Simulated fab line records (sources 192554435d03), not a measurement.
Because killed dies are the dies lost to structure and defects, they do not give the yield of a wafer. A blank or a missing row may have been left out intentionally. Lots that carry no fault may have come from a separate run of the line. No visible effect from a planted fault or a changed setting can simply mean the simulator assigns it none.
What tool caused it? :: flow n5-finfet :: 19 lots with 57 wafers sampled at 3 steps, on a route of 1938 steps

== WHAT THE GAUGES SHOWED, per wafer ==
N5_SD_EPI_N_EPI_MEAS_23. Usual: thk-nm 58.9 nm, standard deviation 1.2.
lot: L075
measured: day 3 12:10
on: film-metro-02
thk-nm (nm): 59.1 58.9 58.8
flag: 

lot: L077
measured: day 3 22:46
on: film-metro-02
thk-nm (nm): 58.1 58.6 58.0
flag: 

lot: L078
measured: day 4 08:50
on: film-metro-02
thk-nm (nm): 56.3 58.5 56.5
flag: 

lot: L079
measured: day 4 10:25
on: film-metro-01
thk-nm (nm): 59.0 57.7 58.3
flag: 

lot: L081
measured: day 4 23:24
on: film-metro-01
thk-nm (nm): 58.5 59.6 57.8
flag: 

lot: L082
measured: day 5 06:16
on: film-metro-01
thk-nm (nm): 56.9 58.5 57.2
flag: 

lot: L083
measured: day 5 14:07
on: film-metro-02
thk-nm (nm): 59.6 61.7 58.8
flag: 

lot: L084
measured: day 5 23:34
on: film-metro-01
thk-nm (nm): 59.8 62.5 60.6
flag: 

lot: L085
measured: day 5 23:39
on: film-metro-02
thk-nm (nm): 57.9 61.7 58.6
flag: 

lot: L086
measured: day 6 08:33
on: film-metro-02
thk-nm (nm): 59.2 60.7 58.6
flag: 

lot: L087
measured: day 6 11:02
on: film-metro-01
thk-nm (nm): 57.3 56.5 57.9
flag: 

lot: L089
measured: day 6 23:38
on: film-metro-02
thk-nm (nm): 59.9 59.5 59.0
flag: 

lot: L090
measured: day 7 05:08
on: film-metro-02
thk-nm (nm): 58.3 59.4 60.0
flag: 

lot: L091
measured: day 7 15:12
on: film-metro-01
thk-nm (nm): 57.5 59.8 59.7
flag: 

lot: L092
measured: day 7 20:14
on: film-metro-02
thk-nm (nm): 59.1 59.1 61.4
flag: 

lot: L093
measured: day 7 23:16
on: film-metro-02
thk-nm (nm): 57.6 59.3 58.0
flag: 

lot: L094
measured: day 8 03:59
on: film-metro-02
thk-nm (nm): 59.7 58.6 57.7
flag: 

lot: L096
measured: day 8 20:08
on: film-metro-02
thk-nm (nm): 58.6 60.4 59.3
flag: 

lot: L097
measured: day 9 02:32
on: film-metro-01
thk-nm (nm): 59.3 58.5 59.7
flag: 

== EACH LOT AND THE TOOL THAT RAN IT (in order: tool; ch and the chambers of the sampled wafers; start) ==
lot: L075
N5_DUMMY_GATE_ETCH_42: rie-diel-01 ch 0,3, day 3 07:13
N5_SD_EPI_N_SD_RECESS_17: rie-si-05 ch 0,1,2, day 3 09:27

lot: L077
N5_DUMMY_GATE_ETCH_42: rie-diel-05 ch 0,1, day 3 17:19
N5_SD_EPI_N_SD_RECESS_17: rie-si-03 ch 0,1, day 3 19:19

lot: L078
N5_DUMMY_GATE_ETCH_42: rie-diel-05 ch 0,3, day 4 03:46
N5_SD_EPI_N_SD_RECESS_17: rie-si-05 ch 1,2, day 4 05:47

lot: L079
N5_DUMMY_GATE_ETCH_42: rie-diel-05 ch 1,2, day 4 05:40
N5_SD_EPI_N_SD_RECESS_17: rie-si-03 ch 0,2,3, day 4 07:40

lot: L081
N5_DUMMY_GATE_ETCH_42: rie-diel-03 ch 1,2, day 4 18:41
N5_SD_EPI_N_SD_RECESS_17: rie-si-02 ch 1,2, day 4 20:41

lot: L082
N5_DUMMY_GATE_ETCH_42: rie-diel-01 ch 0,1, day 5 00:31
N5_SD_EPI_N_SD_RECESS_17: rie-si-02 ch 0,3, day 5 03:34

lot: L083
N5_DUMMY_GATE_ETCH_42: rie-diel-01 ch 0,1,2, day 5 09:30
N5_SD_EPI_N_SD_RECESS_17: rie-si-05 ch 1,2,3, day 5 11:25

lot: L084
N5_DUMMY_GATE_ETCH_42: rie-diel-05 ch 0,1,2, day 5 14:16
N5_SD_EPI_N_SD_RECESS_17: rie-si-05 ch 0,1,3, day 5 17:41

lot: L085
N5_DUMMY_GATE_ETCH_42: rie-diel-05 ch 1,2, day 5 18:55
N5_SD_EPI_N_SD_RECESS_17: rie-si-03 ch 0,2, day 5 20:55

lot: L086
N5_DUMMY_GATE_ETCH_42: rie-diel-01 ch 2,3, day 6 02:49
N5_SD_EPI_N_SD_RECESS_17: rie-si-03 ch 0,1,2, day 6 05:05

lot: L087
N5_DUMMY_GATE_ETCH_42: rie-diel-05 ch 0,1,3, day 6 05:59
N5_SD_EPI_N_SD_RECESS_17: rie-si-02 ch 2,3, day 6 08:17

lot: L089
N5_DUMMY_GATE_ETCH_42: rie-diel-05 ch 0,1,2, day 6 17:50
N5_SD_EPI_N_SD_RECESS_17: rie-si-05 ch 1,3, day 6 19:57

lot: L090
N5_DUMMY_GATE_ETCH_42: rie-diel-01 ch 0,1, day 6 22:36
N5_SD_EPI_N_SD_RECESS_17: rie-si-03 ch 0,1,2, day 7 00:41

lot: L091
N5_DUMMY_GATE_ETCH_42: rie-diel-03 ch 1,3, day 7 09:43
N5_SD_EPI_N_SD_RECESS_17: rie-si-02 ch 0,2,3, day 7 11:44

lot: L092
N5_DUMMY_GATE_ETCH_42: rie-diel-03 ch 0,2,3, day 7 14:23
N5_SD_EPI_N_SD_RECESS_17: rie-si-05 ch 0,1,3, day 7 16:47

lot: L093
N5_DUMMY_GATE_ETCH_42: rie-diel-01 ch 1,2, day 7 17:49
N5_SD_EPI_N_SD_RECESS_17: rie-si-02 ch 0,2,3, day 7 19:50

lot: L094
N5_DUMMY_GATE_ETCH_42: rie-diel-03 ch 1,2, day 7 22:11
N5_SD_EPI_N_SD_RECESS_17: rie-si-03 ch 0,1,2, day 8 00:32

lot: L096
N5_DUMMY_GATE_ETCH_42: rie-diel-03 ch 0,1,2, day 8 13:01
N5_SD_EPI_N_SD_RECESS_17: rie-si-02 ch 2,3, day 8 15:43

lot: L097
N5_DUMMY_GATE_ETCH_42: rie-diel-05 ch 1,2, day 8 19:36
N5_SD_EPI_N_SD_RECESS_17: rie-si-05 ch 2,3, day 8 22:06
- N5_DUMMY_GATE_ETCH_42: etches SiO2 in CHF3/O2, target depth 3.5 nm, time 31 s.
- N5_SD_EPI_N_SD_RECESS_17: chemistry HBr/Cl2/O2, target depth 41 nm, time 23.7 s, bt time 3 s.

== AS READ BY THE TOOLS THEMSELVES (means over the sampled wafers that have a number; for cases with no such wafer, the mark the record gives instead) ==
N5_DUMMY_GATE_ETCH_42. Usual: for drypump-motor-current-A, 5.8 A with a standard deviation of 0.55; for mfc-ar-sccm, 200.1 sccm with a standard deviation of 0.64; for oes_ar_750_au, 0.82 a.u. with a standard deviation of 0.09; for oes-product-au, 0.81 a.u. with a standard deviation of 0.096; for rf-vpp-V, 42.3 V with a standard deviation of 1.3; for showerhead-plenum-p-Torr, 2.39 Torr with a standard deviation of 0.054; for throttle-valve-pct, 18.71 % with a standard deviation of 0.25.
lot: L075
tool: rie-diel-01
drypump-motor-current-A (A): 6.1
mfc-ar-sccm (sccm): 200.2
oes_ar_750_au (a.u.): 0.79
oes-product-au (a.u.): 0.78
rf-vpp-V (V): 41.3
showerhead-plenum-p-Torr (Torr): 2.39
throttle-valve-pct (%): 18.74
flag: 

lot: L077
tool: rie-diel-05
drypump-motor-current-A (A): 6.1
mfc-ar-sccm (sccm): 200.0
oes_ar_750_au (a.u.): 0.86
oes-product-au (a.u.): 0.84
rf-vpp-V (V): 42.0
showerhead-plenum-p-Torr (Torr): 2.38
throttle-valve-pct (%): 18.69
flag: 

lot: L078
tool: rie-diel-05
drypump-motor-current-A (A): 5.8
mfc-ar-sccm (sccm): 199.6
oes_ar_750_au (a.u.): 0.75
oes-product-au (a.u.): 0.73
rf-vpp-V (V): 43.5
showerhead-plenum-p-Torr (Torr): 2.43
throttle-valve-pct (%): 18.88
flag: 

lot: L079
tool: rie-diel-05
drypump-motor-current-A (A): 5.6
mfc-ar-sccm (sccm): 199.1
oes_ar_750_au (a.u.): 0.90
oes-product-au (a.u.): 0.89
rf-vpp-V (V): 43.5
showerhead-plenum-p-Torr (Torr): 2.46
throttle-valve-pct (%): 18.41
flag: 

lot: L081
tool: rie-diel-03
drypump-motor-current-A (A): 5.0
mfc-ar-sccm (sccm): 199.8
oes_ar_750_au (a.u.): 0.82
oes-product-au (a.u.): 0.83
rf-vpp-V (V): 42.8
showerhead-plenum-p-Torr (Torr): 2.40
throttle-valve-pct (%): 18.85
flag: 

lot: L082
tool: rie-diel-01
drypump-motor-current-A (A): 5.9
mfc-ar-sccm (sccm): 200.3
oes_ar_750_au (a.u.): 0.74
oes-product-au (a.u.): 0.73
rf-vpp-V (V): 42.9
showerhead-plenum-p-Torr (Torr): 2.37
throttle-valve-pct (%): 18.84
flag: 

lot: L083
tool: rie-diel-01
drypump-motor-current-A (A): 5.8
mfc-ar-sccm (sccm): 200.1
oes_ar_750_au (a.u.): 0.79
oes-product-au (a.u.): 0.79
rf-vpp-V (V): 42.5
showerhead-plenum-p-Torr (Torr): 2.35
throttle-valve-pct (%): 18.75
flag: 

lot: L084
tool: rie-diel-05
drypump-motor-current-A (A): 5.8
mfc-ar-sccm (sccm): 200.4
oes_ar_750_au (a.u.): 0.86
oes-product-au (a.u.): 0.86
rf-vpp-V (V): 40.9
showerhead-plenum-p-Torr (Torr): 2.41
throttle-valve-pct (%): 18.52
flag: 

lot: L085
tool: rie-diel-05
drypump-motor-current-A (A): 5.6
mfc-ar-sccm (sccm): 199.9
oes_ar_750_au (a.u.): 0.88
oes-product-au (a.u.): 0.89
rf-vpp-V (V): 43.7
showerhead-plenum-p-Torr (Torr): 2.45
throttle-valve-pct (%): 18.33
flag: 

lot: L086
tool: rie-diel-01
drypump-motor-current-A (A): 6.1
mfc-ar-sccm (sccm): 199.7
oes_ar_750_au (a.u.): 0.84
oes-product-au (a.u.): 0.80
rf-vpp-V (V): 41.8
showerhead-plenum-p-Torr (Torr): 2.34
throttle-valve-pct (%): 18.63
flag: 

lot: L087
tool: rie-diel-05
drypump-motor-current-A (A): 5.8
mfc-ar-sccm (sccm): 200.4
oes_ar_750_au (a.u.): 0.89
oes-product-au (a.u.): 0.88
rf-vpp-V (V): 43.1
showerhead-plenum-p-Torr (Torr): 2.42
throttle-valve-pct (%): 18.67
flag: 

lot: L089
tool: rie-diel-05
drypump-motor-current-A (A): 5.8
mfc-ar-sccm (sccm): 200.4
oes_ar_750_au (a.u.): 0.85
oes-product-au (a.u.): 0.84
rf-vpp-V (V): 41.8
showerhead-plenum-p-Torr (Torr): 2.41
throttle-valve-pct (%): 18.52
flag: 

lot: L090
tool: rie-diel-01
drypump-motor-current-A (A): 5.8
mfc-ar-sccm (sccm): 200.0
oes_ar_750_au (a.u.): 0.72
oes-product-au (a.u.): 0.70
rf-vpp-V (V): 42.8
showerhead-plenum-p-Torr (Torr): 2.33
throttle-valve-pct (%): 18.86
flag: 

lot: L091
tool: rie-diel-03
drypump-motor-current-A (A): 5.8
mfc-ar-sccm (sccm): 200.3
oes_ar_750_au (a.u.): 0.95
oes-product-au (a.u.): 0.94
rf-vpp-V (V): 43.7
showerhead-plenum-p-Torr (Torr): 2.35
throttle-valve-pct (%): 18.41
flag: 

lot: L092
tool: rie-diel-03
drypump-motor-current-A (A): 6.0
mfc-ar-sccm (sccm): 199.4
oes_ar_750_au (a.u.): 0.80
oes-product-au (a.u.): 0.79
rf-vpp-V (V): 42.9
showerhead-plenum-p-Torr (Torr): 2.39
throttle-valve-pct (%): 18.75
flag: 

lot: L093
tool: rie-diel-01
drypump-motor-current-A (A): 5.6
mfc-ar-sccm (sccm): 200.8
oes_ar_750_au (a.u.): 0.82
oes-product-au (a.u.): 0.81
rf-vpp-V (V): 42.6
showerhead-plenum-p-Torr (Torr): 2.33
throttle-valve-pct (%): 18.70
flag: 

lot: L094
tool: rie-diel-03
drypump-motor-current-A (A): 4.9
mfc-ar-sccm (sccm): 200.4
oes_ar_750_au (a.u.): 0.85
oes-product-au (a.u.): 0.85
rf-vpp-V (V): 42.8
showerhead-plenum-p-Torr (Torr): 2.37
throttle-valve-pct (%): 18.85
flag: 

lot: L096
tool: rie-diel-03
drypump-motor-current-A (A): 5.5
mfc-ar-sccm (sccm): 200.8
oes_ar_750_au (a.u.): 0.78
oes-product-au (a.u.): 0.77
rf-vpp-V (V): 42.9
showerhead-plenum-p-Torr (Torr): 2.39
throttle-valve-pct (%): 18.96
flag: 

lot: L097
tool: rie-diel-05
drypump-motor-current-A (A): 5.5
mfc-ar-sccm (sccm): 200.4
oes_ar_750_au (a.u.): 0.84
oes-product-au (a.u.): 0.84
rf-vpp-V (V): 42.8
showerhead-plenum-p-Torr (Torr): 2.44
throttle-valve-pct (%): 18.45
flag: 

N5_SD_EPI_N_SD_RECESS_17. Usual: drypump-motor-current-A 5.9 A, standard deviation 0.4; mfc-cl2-sccm 79.97 sccm, standard deviation 0.21; oes-product-au 0.997 a.u., standard deviation 0.015; throttle-valve-pct 36.9 %, standard deviation 0.44.
lot: L075
tool: rie-si-05
drypump-motor-current-A (A): 6.2
mfc-cl2-sccm (sccm): 79.99
oes-product-au (a.u.): 1.010
throttle-valve-pct (%): 37.2
flag: 

lot: L077
tool: rie-si-03
drypump-motor-current-A (A): 5.8
mfc-cl2-sccm (sccm): 79.87
oes-product-au (a.u.): 0.987
throttle-valve-pct (%): 36.5
flag: 

lot: L078
tool: rie-si-05
drypump-motor-current-A (A): 6.3
mfc-cl2-sccm (sccm): 79.98
oes-product-au (a.u.): 1.018
throttle-valve-pct (%): 37.2
flag: 

lot: L079
tool: rie-si-03
drypump-motor-current-A (A): 5.4
mfc-cl2-sccm (sccm): 79.90
oes-product-au (a.u.): 0.987
throttle-valve-pct (%): 36.7
flag: 

lot: L081
tool: rie-si-02
drypump-motor-current-A (A): 5.8
mfc-cl2-sccm (sccm): 79.90
oes-product-au (a.u.): 0.985
throttle-valve-pct (%): 36.9
flag: 

lot: L082
tool: rie-si-02
drypump-motor-current-A (A): 6.0
mfc-cl2-sccm (sccm): 79.95
oes-product-au (a.u.): 0.991
throttle-valve-pct (%): 36.8
flag: 

lot: L083
tool: rie-si-05
drypump-motor-current-A (A): 6.2
mfc-cl2-sccm (sccm): 79.71
oes-product-au (a.u.): 1.009
throttle-valve-pct (%): 37.1
flag: 

lot: L084
tool: rie-si-05
drypump-motor-current-A (A): 6.1
mfc-cl2-sccm (sccm): 79.97
oes-product-au (a.u.): 0.999
throttle-valve-pct (%): 37.1
flag: 

lot: L085
tool: rie-si-03
drypump-motor-current-A (A): 5.5
mfc-cl2-sccm (sccm): 79.97
oes-product-au (a.u.): 0.974
throttle-valve-pct (%): 36.4
flag: 

lot: L086
tool: rie-si-03
drypump-motor-current-A (A): 5.8
mfc-cl2-sccm (sccm): 79.87
oes-product-au (a.u.): 0.993
throttle-valve-pct (%): 36.5
flag: 

lot: L087
tool: rie-si-02
drypump-motor-current-A (A): 5.6
mfc-cl2-sccm (sccm): 79.90
oes-product-au (a.u.): 0.993
throttle-valve-pct (%): 36.9
flag: 

lot: L089
tool: rie-si-05
drypump-motor-current-A (A): 6.1
mfc-cl2-sccm (sccm): 79.96
oes-product-au (a.u.): 0.996
throttle-valve-pct (%): 37.0
flag: 

lot: L090
tool: rie-si-03
drypump-motor-current-A (A): 5.8
mfc-cl2-sccm (sccm): 80.09
oes-product-au (a.u.): 0.995
throttle-valve-pct (%): 36.5
flag: 

lot: L091
tool: rie-si-02
drypump-motor-current-A (A): 5.7
mfc-cl2-sccm (sccm): 80.07
oes-product-au (a.u.): 0.994
throttle-valve-pct (%): 36.9
flag: 

lot: L092
tool: rie-si-05
drypump-motor-current-A (A): 6.1
mfc-cl2-sccm (sccm): 80.10
oes-product-au (a.u.): 0.997
throttle-valve-pct (%): 37.1
flag: 

lot: L093
tool: rie-si-02
drypump-motor-current-A (A): 5.7
mfc-cl2-sccm (sccm): 79.97
oes-product-au (a.u.): 0.994
throttle-valve-pct (%): 36.9
flag: 

lot: L094
tool: rie-si-03
drypump-motor-current-A (A): 5.8
mfc-cl2-sccm (sccm): 79.94
oes-product-au (a.u.): 0.993
throttle-valve-pct (%): 36.5
flag: 

lot: L096
tool: rie-si-02
drypump-motor-current-A (A): 5.5
mfc-cl2-sccm (sccm): 79.88
oes-product-au (a.u.): 0.999
throttle-valve-pct (%): 37.1
flag: 

lot: L097
tool: rie-si-05
drypump-motor-current-A (A): 6.2
mfc-cl2-sccm (sccm): 79.89
oes-product-au (a.u.): 1.010
throttle-valve-pct (%): 37.3
flag: 

== THE ANSWER, worked out from the rows above alone ==
Rule: a lot counts as off when the mean over its wafers that have a number is more than 3 standard deviations away from the usual mean. Also off: a lot with no number at a reading for which 4 or more lots have one. The other lots that the step has rows for count as sound. First the gauges in route order, then the tools' own readings, where a lot's mean is used as printed above. The first step at which some lot is off is used, and at that step the reading that is off furthest; a lot without a number counts as furthest.
No lot is off on any of the readings shown, so nothing can be concluded from this.

== WHAT THE SIMULATOR PUT IN ==
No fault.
